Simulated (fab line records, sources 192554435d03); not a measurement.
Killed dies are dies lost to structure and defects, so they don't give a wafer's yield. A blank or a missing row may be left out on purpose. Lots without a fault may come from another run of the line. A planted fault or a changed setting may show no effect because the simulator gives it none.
Which tool did it? | flow n5_finfet | 11 lots, 33 wafers sampled, at 2 steps of a route of 1938

WHAT THE GAUGES READ, wafer by wafer
N5_BEOL_M8_OVL_MEAS_29. Usual: V7_OVL -0.1 nm, standard deviation 0.7.
lot  | measured     | on         | V7_OVL (nm)    | flag
L885 | day 11 17:58 | overlay-02 | -0.2 -1.4 -1.1 |
L886 | day 11 20:22 | overlay-02 | -0.5 -0.5 0.2  |
L884 | day 11 20:28 | overlay-02 | -1.1 0.3 -0.6  |
L889 | day 12 04:28 | overlay-01 | -0.5 0.1 0.3   |
L888 | day 12 10:41 | overlay-01 | 1.0 0.3 0.0    |
L892 | day 13 09:40 | overlay-02 | 0.5 0.2 0.1    |
L896 | day 15 07:11 | overlay-02 | -0.7 -1.1 -0.3 |
L897 | day 15 14:33 | overlay-01 | 1.3 0.2 0.3    |
L903 | day 17 02:20 | overlay-02 | -1.4 -1.1 -0.5 |
L905 | day 17 10:09 | overlay-02 | 0.5 -0.2 -0.3  |
L904 | day 17 20:04 | overlay-02 | -0.1 0.1 0.5   |

N5_BEOL_M8_INSPECT_30: inspects for defects (brightfield). Usual: raw_defect_count 396, standard deviation 95.
lot  | measured     | on                | raw_defect_count | flag
L885 | day 11 18:01 | defect_inspect-02 | 408 399 380      |
L886 | day 11 20:25 | defect_inspect-01 | 416 385 479      |
L884 | day 11 20:31 | defect_inspect-01 | 252 204 345      |
L889 | day 12 04:31 | defect_inspect-01 | 523 512 555      |
L888 | day 12 10:44 | defect_inspect-02 | 373 415 412      |
L892 | day 13 09:43 | defect_inspect-02 | 212 252 252      |
L896 | day 15 07:14 | defect_inspect-02 | 401 403 638      |
L897 | day 15 14:36 | defect_inspect-01 | 344 365 345      |
L903 | day 17 02:23 | defect_inspect-02 | 417 350 377      |
L905 | day 17 10:13 | defect_inspect-01 | 420 369 382      |
L904 | day 17 20:07 | defect_inspect-01 | 473 487 415      |

WHICH TOOL RAN EACH LOT (tool, then ch and the chambers of the sampled wafers, then the start)
The record holds no process step before these readings.

WHAT THE TOOLS THEMSELVES READ (means of the sampled wafers that have a number; where no wafer has one, the mark that the record gives instead)
The record holds no such reading with a usual standard deviation.

THE ANSWER, worked out from the rows above alone
Rule: a lot is off if the mean of its wafers that have a number lies more than 3 standard deviations from the usual mean. A lot without any number at a reading at which 4 lots or more have one is off too. The other lots that the step has rows for count as sound. The gauges are gone through in route order, then the tools' own readings, and for those a lot's mean is taken as printed above. The first step at which some lot is off is used, and at that step the reading that is off furthest; a lot without a number counts as furthest.
No lot is off at any reading shown: from this, nothing can be told.

WHAT THE SIMULATOR HAD PUT IN
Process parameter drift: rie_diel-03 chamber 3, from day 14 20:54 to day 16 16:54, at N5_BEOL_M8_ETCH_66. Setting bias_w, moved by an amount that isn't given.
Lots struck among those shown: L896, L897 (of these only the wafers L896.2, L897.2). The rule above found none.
